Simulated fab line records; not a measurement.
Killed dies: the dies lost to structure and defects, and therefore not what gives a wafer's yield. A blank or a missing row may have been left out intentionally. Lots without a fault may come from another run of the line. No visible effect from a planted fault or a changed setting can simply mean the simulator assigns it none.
Which tool is to blame? || flow nandHarc || 30 wafers from 10 lots sampled at 6 of the route's 1159 steps

## WHAT THE GAUGES READ, wafer by wafer
NHARC_A_CHANNEL_HOLE_D1_CD_MEAS_30.
{"lot": "L671", "measured": "day 9 02:49", "on": "cdSem-01", "cdNm (nm)": "86.2 90.9 90.8"}
{"lot": "L675", "measured": "day 9 10:04", "on": "cdSem-02", "cdNm (nm)": "88.4 90.0 90.1"}
{"lot": "L676", "measured": "day 9 14:16", "on": "cdSem-02", "cdNm (nm)": "90.2 90.1 91.5"}
{"lot": "L679", "measured": "day 10 23:22", "on": "cdSem-01", "cdNm (nm)": "88.6 90.3 88.3"}
{"lot": "L684", "measured": "day 11 16:46", "on": "cdSem-03", "cdNm (nm)": "92.2 90.1 91.3"}
{"lot": "L682", "measured": "day 11 20:57", "on": "cdSem-03", "cdNm (nm)": "92.6 89.3 89.4"}
{"lot": "L691", "measured": "day 13 06:32", "on": "cdSem-02", "cdNm (nm)": "89.1 89.7 87.8"}
{"lot": "L690", "measured": "day 13 06:40", "on": "cdSem-01", "cdNm (nm)": "87.4 89.6 88.3"}
{"lot": "L689", "measured": "day 13 10:25", "on": "cdSem-03", "cdNm (nm)": "87.7 92.3 86.6"}
{"lot": "L694", "measured": "day 14 05:26", "on": "cdSem-03", "cdNm (nm)": "89.0 89.3 89.8"}

NHARC_A_CHANNEL_HOLE_D1_INSPECT_40.
{"lot": "L671", "measured": "day 9 03:00", "on": "defectInspect-02", "rawDefectCount": "71 37 78"}
{"lot": "L675", "measured": "day 9 10:16", "on": "defectInspect-01", "rawDefectCount": "44 57 42"}
{"lot": "L676", "measured": "day 9 14:28", "on": "defectInspect-02", "rawDefectCount": "52 56 55"}
{"lot": "L679", "measured": "day 10 23:32", "on": "defectInspect-02", "rawDefectCount": "125 102 84"}
{"lot": "L684", "measured": "day 11 16:58", "on": "defectInspect-02", "rawDefectCount": "80 55 71"}
{"lot": "L682", "measured": "day 11 21:09", "on": "defectInspect-02", "rawDefectCount": "68 46 81"}
{"lot": "L691", "measured": "day 13 06:43", "on": "defectInspect-02", "rawDefectCount": "60 69 59"}
{"lot": "L690", "measured": "day 13 06:53", "on": "defectInspect-01", "rawDefectCount": "449 439 446"}
{"lot": "L689", "measured": "day 13 10:36", "on": "defectInspect-02", "rawDefectCount": "467 439 484"}
{"lot": "L694", "measured": "day 14 05:37", "on": "defectInspect-02", "rawDefectCount": "57 63 74"}

NHARC_END_SORT_01.
{"lot": "L690", "measured": "day 24 01:05", "on": "prober-02", "killedAtArray": "55 79 65", "killedAtOther": "0 0 0", "killedAtPeriphery": "3 5 2", "killedDies": "58 84 67", "killedOpen": "3 4 3", "killedShort": "1 2 2"}
{"lot": "L689", "measured": "day 24 07:16", "on": "prober-02", "killedAtArray": "60 114 65", "killedAtOther": "0 0 0", "killedAtPeriphery": "6 8 13", "killedDies": "66 122 78", "killedOpen": "3 2 6", "killedShort": "2 3 1"}

## WHICH TOOL RAN EACH LOT (tool, then ch and the chambers of the sampled wafers, then the start)
{"lot": "L671", "NHARC_A_CHANNEL_HOLE_D1_ETCH_24": "harEtch-01 ch 0,1, day 8 23:32", "NHARC_A_CHANNEL_HOLE_D1_ETCH_33": "harEtch-01 ch 0,1, day 9 01:17", "NHARC_A_CHANNEL_HOLE_D1_ETCH_44": "rieDiel-01 ch 2,3, day 9 02:01"}
{"lot": "L675", "NHARC_A_CHANNEL_HOLE_D1_ETCH_24": "harEtch-02 ch 0,1, day 9 06:48", "NHARC_A_CHANNEL_HOLE_D1_ETCH_33": "harEtch-02 ch 0,1, day 9 08:33", "NHARC_A_CHANNEL_HOLE_D1_ETCH_44": "rieDiel-01 ch 0,3, day 9 09:16"}
{"lot": "L676", "NHARC_A_CHANNEL_HOLE_D1_ETCH_24": "harEtch-02 ch 0,1, day 9 11:16", "NHARC_A_CHANNEL_HOLE_D1_ETCH_33": "harEtch-02 ch 0,1, day 9 12:49", "NHARC_A_CHANNEL_HOLE_D1_ETCH_44": "rieDiel-01 ch 0,1, day 9 13:28"}
{"lot": "L679", "NHARC_A_CHANNEL_HOLE_D1_ETCH_24": "harEtch-01 ch 0,1, day 10 19:56", "NHARC_A_CHANNEL_HOLE_D1_ETCH_33": "harEtch-01 ch 0,1, day 10 21:49", "NHARC_A_CHANNEL_HOLE_D1_ETCH_44": "rieDiel-07 ch 0,2,3, day 10 22:34"}
{"lot": "L684", "NHARC_A_CHANNEL_HOLE_D1_ETCH_24": "harEtch-02 ch 1, day 11 13:31", "NHARC_A_CHANNEL_HOLE_D1_ETCH_33": "harEtch-02 ch 1, day 11 15:15", "NHARC_A_CHANNEL_HOLE_D1_ETCH_44": "rieDiel-01 ch 2,3, day 11 15:58"}
{"lot": "L682", "NHARC_A_CHANNEL_HOLE_D1_ETCH_24": "harEtch-02 ch 0,1, day 11 17:41", "NHARC_A_CHANNEL_HOLE_D1_ETCH_33": "harEtch-02 ch 0,1, day 11 19:26", "NHARC_A_CHANNEL_HOLE_D1_ETCH_44": "rieDiel-07 ch 0,1,3, day 11 20:10"}
{"lot": "L691", "NHARC_A_CHANNEL_HOLE_D1_ETCH_24": "harEtch-01 ch 0,1, day 13 02:59", "NHARC_A_CHANNEL_HOLE_D1_ETCH_33": "harEtch-01 ch 0,1, day 13 04:50", "NHARC_A_CHANNEL_HOLE_D1_ETCH_44": "rieDiel-09 ch 2,3, day 13 05:37"}
{"lot": "L690", "NHARC_A_CHANNEL_HOLE_D1_ETCH_24": "harEtch-02 ch 0,1, day 13 03:05", "NHARC_A_CHANNEL_HOLE_D1_ETCH_33": "harEtch-02 ch 0,1, day 13 04:43", "NHARC_A_CHANNEL_HOLE_D1_ETCH_44": "rieDiel-01 ch 1,3, day 13 05:53"}
{"lot": "L689", "NHARC_A_CHANNEL_HOLE_D1_ETCH_24": "harEtch-02 ch 0,1, day 13 06:59", "NHARC_A_CHANNEL_HOLE_D1_ETCH_33": "harEtch-02 ch 0,1, day 13 08:51", "NHARC_A_CHANNEL_HOLE_D1_ETCH_44": "rieDiel-01 ch 1,2, day 13 09:37"}
{"lot": "L694", "NHARC_A_CHANNEL_HOLE_D1_ETCH_24": "harEtch-02 ch 0,1, day 14 01:53", "NHARC_A_CHANNEL_HOLE_D1_ETCH_33": "harEtch-02 ch 0,1, day 14 03:44", "NHARC_A_CHANNEL_HOLE_D1_ETCH_44": "rieDiel-07 ch 2,3, day 14 04:31"}
- NHARC_A_CHANNEL_HOLE_D1_ETCH_24: etches the open film in C4F8/O2/Ar, time 906.2 s, target depth 1500 nm.
- NHARC_A_CHANNEL_HOLE_D1_ETCH_33: etches the open film in C4F8/O2/Ar, time 90 s, target depth 400 nm.
- NHARC_A_CHANNEL_HOLE_D1_ETCH_44: etches the open film in CF4/O2, target depth 140 nm, overetch 14 nm, time 77 s.

## WHAT THE TOOLS THEMSELVES READ (means of the sampled wafers that have a number; where no wafer has one, the mark that the record gives instead)
NHARC_A_CHANNEL_HOLE_D1_ETCH_24.
{"lot": "L671", "tool": "harEtch-01", "c4f8FlowSccm (sccm)": 93.85, "drypumpMotorCurrentA (A)": 6.17, "escClampCurrentUA": 0.0218, "o2FlowSccm (sccm)": 31.22, "showerheadPlenumPTorr (Torr)": 3.80, "throttleValvePct (%)": 32.242}
{"lot": "L675", "tool": "harEtch-02", "c4f8FlowSccm (sccm)": 93.57, "drypumpMotorCurrentA (A)": 5.89, "escClampCurrentUA": 0.0216, "o2FlowSccm (sccm)": 31.29, "showerheadPlenumPTorr (Torr)": 3.59, "throttleValvePct (%)": 32.234}
{"lot": "L676", "tool": "harEtch-02", "c4f8FlowSccm (sccm)": 93.78, "drypumpMotorCurrentA (A)": 5.90, "escClampCurrentUA": 0.0216, "o2FlowSccm (sccm)": 31.26, "showerheadPlenumPTorr (Torr)": 3.59, "throttleValvePct (%)": 32.225}
{"lot": "L679", "tool": "harEtch-01", "c4f8FlowSccm (sccm)": 93.29, "drypumpMotorCurrentA (A)": 6.02, "escClampCurrentUA": 0.0218, "o2FlowSccm (sccm)": 31.17, "showerheadPlenumPTorr (Torr)": 3.76, "throttleValvePct (%)": 32.240}
{"lot": "L684", "tool": "harEtch-02", "c4f8FlowSccm (sccm)": 93.34, "drypumpMotorCurrentA (A)": 6.05, "escClampCurrentUA": 0.0211, "o2FlowSccm (sccm)": 31.20, "showerheadPlenumPTorr (Torr)": 3.57, "throttleValvePct (%)": 32.234}
{"lot": "L682", "tool": "harEtch-02", "c4f8FlowSccm (sccm)": 93.73, "drypumpMotorCurrentA (A)": 5.96, "escClampCurrentUA": 0.0213, "o2FlowSccm (sccm)": 31.26, "showerheadPlenumPTorr (Torr)": 3.58, "throttleValvePct (%)": 32.239}
{"lot": "L691", "tool": "harEtch-01", "c4f8FlowSccm (sccm)": 93.56, "drypumpMotorCurrentA (A)": 6.14, "escClampCurrentUA": 0.0218, "o2FlowSccm (sccm)": 31.19, "showerheadPlenumPTorr (Torr)": 3.77, "throttleValvePct (%)": 32.245}
{"lot": "L690", "tool": "harEtch-02", "c4f8FlowSccm (sccm)": 93.65, "drypumpMotorCurrentA (A)": 5.97, "escClampCurrentUA": 0.0213, "o2FlowSccm (sccm)": 31.25, "showerheadPlenumPTorr (Torr)": 3.57, "throttleValvePct (%)": 32.238}
{"lot": "L689", "tool": "harEtch-02", "c4f8FlowSccm (sccm)": 93.91, "drypumpMotorCurrentA (A)": 5.90, "escClampCurrentUA": 0.0217, "o2FlowSccm (sccm)": 31.19, "showerheadPlenumPTorr (Torr)": 3.57, "throttleValvePct (%)": 32.240}
{"lot": "L694", "tool": "harEtch-02", "c4f8FlowSccm (sccm)": 93.77, "drypumpMotorCurrentA (A)": 5.90, "escClampCurrentUA": 0.0216, "o2FlowSccm (sccm)": 31.23, "showerheadPlenumPTorr (Torr)": 3.56, "throttleValvePct (%)": 32.232}

NHARC_A_CHANNEL_HOLE_D1_ETCH_33.
{"lot": "L671", "tool": "harEtch-01", "biasV (V)": 399, "c4f8FlowSccm (sccm)": 41.63, "drypumpMotorCurrentA (A)": 6.19, "escClampCurrentUA": 0.0218, "o2FlowSccm (sccm)": 83.43, "showerheadPlenumPTorr (Torr)": 3.84, "throttleValvePct (%)": 27.611}
{"lot": "L675", "tool": "harEtch-02", "biasV (V)": 398, "c4f8FlowSccm (sccm)": 41.63, "drypumpMotorCurrentA (A)": 5.90, "escClampCurrentUA": 0.0216, "o2FlowSccm (sccm)": 83.62, "showerheadPlenumPTorr (Torr)": 3.63, "throttleValvePct (%)": 27.625}
{"lot": "L676", "tool": "harEtch-02", "biasV (V)": 404, "c4f8FlowSccm (sccm)": 41.89, "drypumpMotorCurrentA (A)": 5.91, "escClampCurrentUA": 0.0216, "o2FlowSccm (sccm)": 83.42, "showerheadPlenumPTorr (Torr)": 3.63, "throttleValvePct (%)": 27.612}
{"lot": "L679", "tool": "harEtch-01", "biasV (V)": 401, "c4f8FlowSccm (sccm)": 41.78, "drypumpMotorCurrentA (A)": 5.97, "escClampCurrentUA": 0.0218, "o2FlowSccm (sccm)": 83.21, "showerheadPlenumPTorr (Torr)": 3.81, "throttleValvePct (%)": 27.619}
{"lot": "L684", "tool": "harEtch-02", "biasV (V)": 403, "c4f8FlowSccm (sccm)": 41.69, "drypumpMotorCurrentA (A)": 6.06, "escClampCurrentUA": 0.0211, "o2FlowSccm (sccm)": 83.13, "showerheadPlenumPTorr (Torr)": 3.61, "throttleValvePct (%)": 27.626}
{"lot": "L682", "tool": "harEtch-02", "biasV (V)": 402, "c4f8FlowSccm (sccm)": 41.73, "drypumpMotorCurrentA (A)": 5.99, "escClampCurrentUA": 0.0213, "o2FlowSccm (sccm)": 83.53, "showerheadPlenumPTorr (Torr)": 3.61, "throttleValvePct (%)": 27.621}
{"lot": "L691", "tool": "harEtch-01", "biasV (V)": 396, "c4f8FlowSccm (sccm)": 41.67, "drypumpMotorCurrentA (A)": 6.20, "escClampCurrentUA": 0.0218, "o2FlowSccm (sccm)": 83.51, "showerheadPlenumPTorr (Torr)": 3.82, "throttleValvePct (%)": 27.620}
{"lot": "L690", "tool": "harEtch-02", "biasV (V)": 402, "c4f8FlowSccm (sccm)": 41.56, "drypumpMotorCurrentA (A)": 5.98, "escClampCurrentUA": 0.0214, "o2FlowSccm (sccm)": 83.11, "showerheadPlenumPTorr (Torr)": 3.61, "throttleValvePct (%)": 27.614}
{"lot": "L689", "tool": "harEtch-02", "biasV (V)": 403, "c4f8FlowSccm (sccm)": 41.57, "drypumpMotorCurrentA (A)": 5.91, "escClampCurrentUA": 0.0216, "o2FlowSccm (sccm)": 83.60, "showerheadPlenumPTorr (Torr)": 3.61, "throttleValvePct (%)": 27.623}
{"lot": "L694", "tool": "harEtch-02", "biasV (V)": 400, "c4f8FlowSccm (sccm)": 41.67, "drypumpMotorCurrentA (A)": 5.90, "escClampCurrentUA": 0.0217, "o2FlowSccm (sccm)": 83.59, "showerheadPlenumPTorr (Torr)": 3.60, "throttleValvePct (%)": 27.618}

NHARC_A_CHANNEL_HOLE_D1_ETCH_44.
{"lot": "L671", "tool": "rieDiel-01", "drypumpMotorCurrentA (A)": 5.83, "o2FlowSccm (sccm)": 19.99, "oesProductAu (a.u.)": 0.992, "rfVppV (V)": 197.7, "showerheadPlenumPTorr (Torr)": 1.32, "throttleValvePct (%)": 13.392}
{"lot": "L675", "tool": "rieDiel-01", "drypumpMotorCurrentA (A)": 5.71, "o2FlowSccm (sccm)": 19.94, "oesProductAu (a.u.)": 1.011, "rfVppV (V)": 198.8, "showerheadPlenumPTorr (Torr)": 1.37, "throttleValvePct (%)": 13.395}
{"lot": "L676", "tool": "rieDiel-01", "drypumpMotorCurrentA (A)": 5.72, "o2FlowSccm (sccm)": 20.00, "oesProductAu (a.u.)": 1.005, "rfVppV (V)": 198.7, "showerheadPlenumPTorr (Torr)": 1.36, "throttleValvePct (%)": 13.401}
{"lot": "L679", "tool": "rieDiel-07", "drypumpMotorCurrentA (A)": 5.62, "o2FlowSccm (sccm)": 20.03, "oesProductAu (a.u.)": 1.002, "rfVppV (V)": 197.0, "showerheadPlenumPTorr (Torr)": 1.26, "throttleValvePct (%)": 13.395}
{"lot": "L684", "tool": "rieDiel-01", "drypumpMotorCurrentA (A)": 5.81, "o2FlowSccm (sccm)": 19.97, "oesProductAu (a.u.)": 0.987, "rfVppV (V)": 197.6, "showerheadPlenumPTorr (Torr)": 1.32, "throttleValvePct (%)": 13.403}
{"lot": "L682", "tool": "rieDiel-07", "drypumpMotorCurrentA (A)": 5.43, "o2FlowSccm (sccm)": 19.96, "oesProductAu (a.u.)": 0.997, "rfVppV (V)": 196.9, "showerheadPlenumPTorr (Torr)": 1.32, "throttleValvePct (%)": 13.389}
{"lot": "L691", "tool": "rieDiel-09", "drypumpMotorCurrentA (A)": 5.82, "o2FlowSccm (sccm)": 19.97, "oesProductAu (a.u.)": 0.979, "rfVppV (V)": 197.2, "showerheadPlenumPTorr (Torr)": 1.33, "throttleValvePct (%)": 13.391}
{"lot": "L690", "tool": "rieDiel-01", "drypumpMotorCurrentA (A)": 5.82, "o2FlowSccm (sccm)": 19.94, "oesProductAu (a.u.)": 0.988, "rfVppV (V)": 197.8, "showerheadPlenumPTorr (Torr)": 1.31, "throttleValvePct (%)": 13.402}
{"lot": "L689", "tool": "rieDiel-01", "drypumpMotorCurrentA (A)": 5.84, "o2FlowSccm (sccm)": 19.89, "oesProductAu (a.u.)": 0.992, "rfVppV (V)": 197.5, "showerheadPlenumPTorr (Torr)": 1.31, "throttleValvePct (%)": 13.394}
{"lot": "L694", "tool": "rieDiel-07", "drypumpMotorCurrentA (A)": 5.61, "o2FlowSccm (sccm)": 20.02, "oesProductAu (a.u.)": 0.984, "rfVppV (V)": 197.0, "showerheadPlenumPTorr (Torr)": 1.26, "throttleValvePct (%)": 13.403}

## THE ANSWER, worked out from the rows above alone
Rule: the lots themselves supply what counts as usual. The widest of any qualifying gaps counts: lots, ordered by their means at a reading, are off when they make up no more than a third of the lots, leave a main group of 4 or more, and stand apart from it by 3 or more times the standard deviation of that group's means. A main group whose means are all the same, to the digits that the tables above print for the reading, isn't used. A lot without any number at a reading at which 4 lots or more have one is off too. All remaining lots with rows at the step are treated as sound. The gauges are gone through in route order, then the tools' own readings, and for those a lot's mean is taken as printed above. The first step at which some lot is off is used, and at that step the reading that is off furthest; a lot without a number counts as furthest.
Off: L690, L689, at NHARC_A_CHANNEL_HOLE_D1_INSPECT_40 (rawDefectCount). For the main group the mean is 66 and the standard deviation 16.
If a tool, at a process step before that reading, ran all the lots that are off and no sound lot after the first of them, it fits. The gauges at NHARC_A_CHANNEL_HOLE_D1_INSPECT_40 are tried like those tools. One fits: NHARC_A_CHANNEL_HOLE_D1_ETCH_44 on rieDiel-01. A fault onset in the window from L684 (day 11 15:58, its last sound lot) to L690 (day 13 05:53, its first lot off) fits.

## WHAT THE SIMULATOR PUT IN
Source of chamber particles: rieDiel-01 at NHARC_A_CHANNEL_HOLE_D1_ETCH_44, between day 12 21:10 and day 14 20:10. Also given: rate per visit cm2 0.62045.
Shown lots that were struck: L690, L689. The rule above found the same.
